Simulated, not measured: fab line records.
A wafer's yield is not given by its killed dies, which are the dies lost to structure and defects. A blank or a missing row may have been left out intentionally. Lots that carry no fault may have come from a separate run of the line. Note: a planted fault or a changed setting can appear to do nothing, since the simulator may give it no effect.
Which of the tools did it?    flow nand-harc    Sampling: 12 lots, 36 wafers, 4 of 1302 route steps

## WHAT THE GAUGES READ, wafer by wafer
No reading from a measuring or inspecting step in the record can be judged against a usual standard deviation.

## WHAT TOOL EACH LOT RAN ON (gives the tool, then ch and the chambers of the sampled wafers, and finally the start)
lot   NHARC_A_STAIRCASE_TRIM_189          NHARC_A_STAIRCASE_TRIM_191        NHARC_A_STAIRCASE_ETCH_194        NHARC_A_STAIRCASE_ETCH_199
L721  rie-diel-04 ch 0,1,2, day 15 22:34  rie-diel-03 ch 2,3, day 15 22:48  rie-diel-11 ch 1,2, day 15 23:17  rie-diel-11 ch 0,2,3, no start
L725  rie-diel-04 ch 2,3, day 18 11:32    rie-diel-04 ch 0,1,3, no start    rie-diel-04 ch 0,1,3, no start    rie-diel-11 ch 0,1,3, no start
L728  rie-diel-04 ch 0,2,3, day 19 06:22  rie-diel-04 ch 0,3, no start      rie-diel-04 ch 0,2,3, no start    rie-diel-03 ch 0,1, no start
L733  rie-diel-03 ch 0,1,2, day 21 03:32  rie-diel-03 ch 0,1,2, no start    rie-diel-03 ch 0,2,3, no start    rie-diel-04 ch 1,2,3, no start
L735  rie-diel-03 ch 2,3, day 21 19:13    rie-diel-03 ch 0,1,2, no start    rie-diel-03 ch 0,1, no start      rie-diel-03 ch 1,2, no start
L737  rie-diel-04 ch 0,2,3, day 23 00:19  rie-diel-04 ch 1,2,3, no start    rie-diel-04 ch 1,2,3, no start    rie-diel-03 ch 0,1,2, no start
L738  rie-diel-11 ch 0,2,3, day 23 00:45  rie-diel-11 ch 1,2, no start      rie-diel-11 ch 1,2,3, no start    rie-diel-04 ch 0,1,3, no start
L739  rie-diel-03 ch 0,1,2, day 23 18:50  rie-diel-03 ch 0,1, no start      rie-diel-03 ch 0,1,2, no start    rie-diel-04 ch 0,2, no start
L741  rie-diel-11 ch 0,2,3, day 24 14:34  rie-diel-11 ch 1,2,3, no start    rie-diel-11 ch 0,2,3, no start    rie-diel-04 ch 0,2,3, no start
L740  rie-diel-03 ch 1,2,3, day 24 15:26  rie-diel-03 ch 2,3, no start      rie-diel-03 ch 1,2,3, no start    rie-diel-03 ch 0,1, no start
L742  rie-diel-04 ch 0,1,3, day 24 23:52  rie-diel-04 ch 0,2,3, no start    rie-diel-04 ch 1,2,3, no start    rie-diel-04 ch 0,1,3, no start
L743  rie-diel-11 ch 2,3, day 25 10:46    rie-diel-11 ch 0,1,3, no start    rie-diel-11 ch 0,2,3, no start    rie-diel-04 ch 1,2, no start
- NHARC_A_STAIRCASE_TRIM_189: chemistry O2, time 211.2 s.
- NHARC_A_STAIRCASE_TRIM_191: chemistry O2, time 211.2 s.
- NHARC_A_STAIRCASE_ETCH_194: etches the open film in C4F8/O2, target depth 100 nm, time 40.5 s.
- NHARC_A_STAIRCASE_ETCH_199: etches the open film in C4F8/O2, target depth 100 nm, time 40.5 s.

## AS READ BY THE TOOLS THEMSELVES (means over the sampled wafers that have a number; for cases with no such wafer, the mark the record gives instead)
NHARC_A_STAIRCASE_TRIM_189. Usual: drypump-motor-current-A 5.7 A, standard deviation 0.38; oes-product-au 1.000 a.u., standard deviation 0.014; rf-vpp-V 57.8 V, standard deviation 0.95; run-length-s 232.6 s, standard deviation 0.45; showerhead-plenum-p-Torr 3.52 Torr, standard deviation 0.18; throttle-valve-pct 17.036 %, standard deviation 0.0093.
lot   tool         drypump-motor-current-A (A)  oes-product-au (a.u.)  rf-vpp-V (V)  run-length-s (s)  showerhead-plenum-p-Torr (Torr)  throttle-valve-pct (%)  flag
L721  rie-diel-04  5.6                          0.999                  57.5          232.2             3.52                             17.041                  
L725  rie-diel-04  5.3                          0.997                  57.5          221.3             3.38                             17.040                  OFF
L728  rie-diel-04  5.4                          1.000                  58.5          221.1             3.54                             17.036                  OFF
L733  rie-diel-03  5.7                          1.012                  57.6          232.8             3.65                             17.035                  
L735  rie-diel-03  6.2                          1.008                  57.9          232.5             3.67                             17.039                  
L737  rie-diel-04  5.4                          0.999                  57.6          232.4             3.52                             17.034                  
L738  rie-diel-11  5.4                          0.989                  57.5          232.3             3.42                             17.037                  
L739  rie-diel-03  5.7                          1.002                  58.1          232.7             3.64                             17.032                  
L741  rie-diel-11  5.4                          0.988                  57.6          232.7             3.41                             17.030                  
L740  rie-diel-03  5.9                          1.009                  57.3          232.6             3.60                             17.028                  
L742  rie-diel-04  5.6                          0.987                  58.4          232.4             3.77                             17.033                  
L743  rie-diel-11  5.4                          0.997                  57.9          232.4             3.50                             17.029                  

NHARC_A_STAIRCASE_TRIM_191. Usual: drypump-motor-current-A 5.7 A, standard deviation 0.38; oes-product-au 1.002 a.u., standard deviation 0.013; rf-vpp-V 57.8 V, standard deviation 0.95; run-length-s 232.6 s, standard deviation 0.43; showerhead-plenum-p-Torr 3.51 Torr, standard deviation 0.18; throttle-valve-pct 17.036 %, standard deviation 0.0088.
lot   tool         drypump-motor-current-A (A)  oes-product-au (a.u.)  rf-vpp-V (V)  run-length-s (s)  showerhead-plenum-p-Torr (Torr)  throttle-valve-pct (%)  flag
L721  rie-diel-03  6.2                          0.999                  57.2          232.5             3.52                             17.031                  
L725  rie-diel-04  5.6                          0.987                  58.1          232.3             3.62                             17.029                  
L728  rie-diel-04  5.3                          1.004                  57.5          232.3             3.47                             17.037                  
L733  rie-diel-03  5.7                          1.018                  57.4          232.7             3.65                             17.042                  
L735  rie-diel-03  5.7                          1.011                  57.3          233.0             3.65                             17.034                  
L737  rie-diel-04  5.5                          1.000                  57.5          232.2             3.51                             17.038                  
L738  rie-diel-11  5.9                          1.001                  57.6          232.9             3.38                             17.037                  
L739  rie-diel-03  5.5                          1.005                  59.0          232.7             3.62                             17.034                  
L741  rie-diel-11  5.7                          1.003                  58.8          232.7             3.45                             17.038                  
L740  rie-diel-03  6.2                          1.012                  58.2          232.9             3.73                             17.033                  
L742  rie-diel-04  5.4                          0.999                  57.7          232.1             3.68                             17.033                  
L743  rie-diel-11  5.6                          1.002                  58.3          232.8             3.42                             17.035                  

NHARC_A_STAIRCASE_ETCH_194. Usual: oes-product-au 0.945 a.u., standard deviation 0.019; rf-vpp-V 895 V, standard deviation 6.3.
lot   tool         oes-product-au (a.u.)  rf-vpp-V (V)  flag
L721  rie-diel-11  1.014                  893           OFF
L725  rie-diel-04  0.938                  899           
L728  rie-diel-04  0.944                  895           
L733  rie-diel-03  0.948                  902           
L735  rie-diel-03  0.951                  899           
L737  rie-diel-04  0.947                  895           
L738  rie-diel-11  0.947                  893           
L739  rie-diel-03  0.942                  899           
L741  rie-diel-11  0.932                  891           
L740  rie-diel-03  0.946                  899           
L742  rie-diel-04  0.925                  900           
L743  rie-diel-11  0.925                  892           

NHARC_A_STAIRCASE_ETCH_199. Usual: oes-product-au 0.946 a.u., standard deviation 0.015; rf-vpp-V 897 V, standard deviation 6.7.
lot   tool         oes-product-au (a.u.)  rf-vpp-V (V)  flag
L721  rie-diel-11  0.940                  892           
L725  rie-diel-11  0.968                  894           
L728  rie-diel-03  0.933                  900           
L733  rie-diel-04  0.959                  896           
L735  rie-diel-03  0.954                  902           
L737  rie-diel-03  0.953                  900           
L738  rie-diel-04  0.939                  898           
L739  rie-diel-04  0.951                  897           
L741  rie-diel-04  0.957                  902           
L740  rie-diel-03  0.938                  899           
L742  rie-diel-04  0.935                  905           
L743  rie-diel-04  0.944                  897           

## THE ANSWER, worked out from the rows above alone
Rule: a lot counts as off when the mean over its wafers that have a number is more than 3 standard deviations away from the usual mean. A lot without any number at a reading at which 4 lots or more have one is off too. The other lots that the step has rows for count as sound. First the gauges in route order, then the tools' own readings, where a lot's mean is used as printed above. The first step at which some lot is off is used, and at that step the reading that is off furthest; a lot without a number counts as furthest.
Off: L725, L728, at NHARC_A_STAIRCASE_TRIM_189 (run-length-s).
A tool fits if, at that step or a process step before it, it ran every lot that is off, and no sound lot after the first of them. Of those tried, none fits.

## WHAT THE SIMULATOR HAD INSERTED
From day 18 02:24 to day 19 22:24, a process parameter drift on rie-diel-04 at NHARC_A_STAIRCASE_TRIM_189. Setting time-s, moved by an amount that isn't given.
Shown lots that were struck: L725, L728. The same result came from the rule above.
